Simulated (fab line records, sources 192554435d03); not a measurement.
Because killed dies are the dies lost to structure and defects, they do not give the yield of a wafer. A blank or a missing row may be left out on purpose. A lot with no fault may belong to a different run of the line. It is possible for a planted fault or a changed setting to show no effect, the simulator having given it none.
Chamber matching -- flow n5_finfet -- N5_BEOL_M3_ALD_84 on ald_metal-02 has 4 sister chambers
The step deposits TaN, pulse time 2 s, purge time 3 s, co reactant purge time 2 s. 14 wafers are shown with their chamber, then 7 later ones without.

WAFERS WITH THEIR CHAMBER
wafer,chamber,heater_power_outer_w (W),heater_power_w (W),mfc_carrier_sccm (sccm)
L074.2,0,226,417,1504
L074.5,3,267,533,1500
L074.6,2,175,331,1504
L078.1,1,171,361,1508
L078.2,2,173,334,1491
L078.3,3,267,522,1499
L083.1,1,175,357,1502
L083.4,3,268,519,1505
L083.5,0,228,414,1496
L086.3,2,174,342,1497
L086.4,3,272,508,1502
L086.6,3,261,512,1494
L091.1,1,175,363,1501
L091.3,0,225,415,1505

SIGNATURES (averages over the wafers above)
reading,chamber 0,chamber 1,chamber 2,chamber 3,scatter within a chamber
heater_power_outer_w,226.33,173.67,174.00,267.00,2.82
heater_power_w,415.33,360.33,335.67,518.80,6.8
mfc_carrier_sccm,1501.67,1503.67,1497.33,1500.00,4.77
Rule: a wafer lies at a distance from a chamber equal to the root of the sum of squares, over the readings, of (its reading less the chamber's mean, divided by the reading's scatter). The wafer belongs to the nearest chamber; if the next one is less than 2 further off, it can't be placed. The scatter: take each reading less its chamber's mean, square it, sum over the shown wafers, divide by the number of wafers less the number of chambers, and take the root.

WAFERS WITH NO CHAMBER GIVEN
wafer,heater_power_outer_w (W),heater_power_w (W),mfc_carrier_sccm (sccm)
L091.6,232,418,1505
L094.1,270,538,1502
L094.4,236,416,1509
L094.5,263,519,1491
L096.2,266,515,1499
L096.3,228,417,1499
L096.5,172,338,1503

EACH ONE'S CHAMBER
wafer,from the rows above,in truth
L091.6,0,0
L094.1,3,3
L094.4,0,0
L094.5,3,3
L096.2,3,3
L096.3,0,0
L096.5,can't be placed: 2 or 1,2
Correctly placed: 6 of 7. From these rows, 1 cannot be placed; in 1 the true chamber is one of the candidates. Number placed wrongly: 0.
